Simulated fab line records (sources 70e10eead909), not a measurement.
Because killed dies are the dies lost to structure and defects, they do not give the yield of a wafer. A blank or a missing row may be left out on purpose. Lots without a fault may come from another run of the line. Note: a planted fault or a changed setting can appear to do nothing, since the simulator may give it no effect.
Chamber matching | flow nand-harc | rie-diel-01 running NHARC_P_GATE_DESCUM_31: 4 sister chambers
The step chemistry O2, time 3 s. 4 wafers are shown with their chamber, then 10 later ones without.

WAFERS WITH THEIR CHAMBER
wafer  | chamber | drypump-motor-current-A (A)
L084.2 | 1       | 6.0
L088.2 | 3       | 5.8
L089.2 | 0       | 6.4
L089.3 | 2       | 5.7

WAFERS MISSING THEIR CHAMBER
wafer  | drypump-motor-current-A (A)
L089.6 | 5.7
L093.1 | 5.7
L093.4 | 6.4
L093.5 | 5.7
L094.1 | 6.4
L094.3 | 5.7
L094.5 | 5.9
L095.2 | 5.7
L095.4 | 5.9
L095.5 | 5.8

WHICH CHAMBER EACH WENT THROUGH
wafer  | from the rows above     | in truth
L089.6 | 2                       | 2
L093.1 | 2                       | 2
L093.4 | 0                       | 0
L093.5 | 2                       | 2
L094.1 | 0                       | 0
L094.3 | 2                       | 2
L094.5 | can't be placed: 1 or 3 | 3
L095.2 | 2                       | 2
L095.4 | can't be placed: 1 or 3 | 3
L095.5 | 3                       | 3
Correctly placed: 8 of 10. From these rows, 2 cannot be placed; in 2 the true chamber is one of the candidates. Placed wrongly: 0.
How it was worked out, from the rows above alone: a wafer's distance from a chamber is the root of the sum, over the readings, of the square of ((its reading less the chamber's mean) divided by the reading's scatter). If the next closest chamber is less than 2 further off than the closest, the wafer can't be placed; otherwise it belongs to the closest. The mean given for a chamber averages the wafers shown for that chamber. The scatter: root of mean squared gap, hidden wafer to nearest shown wafer, with one shown wafer a chamber.
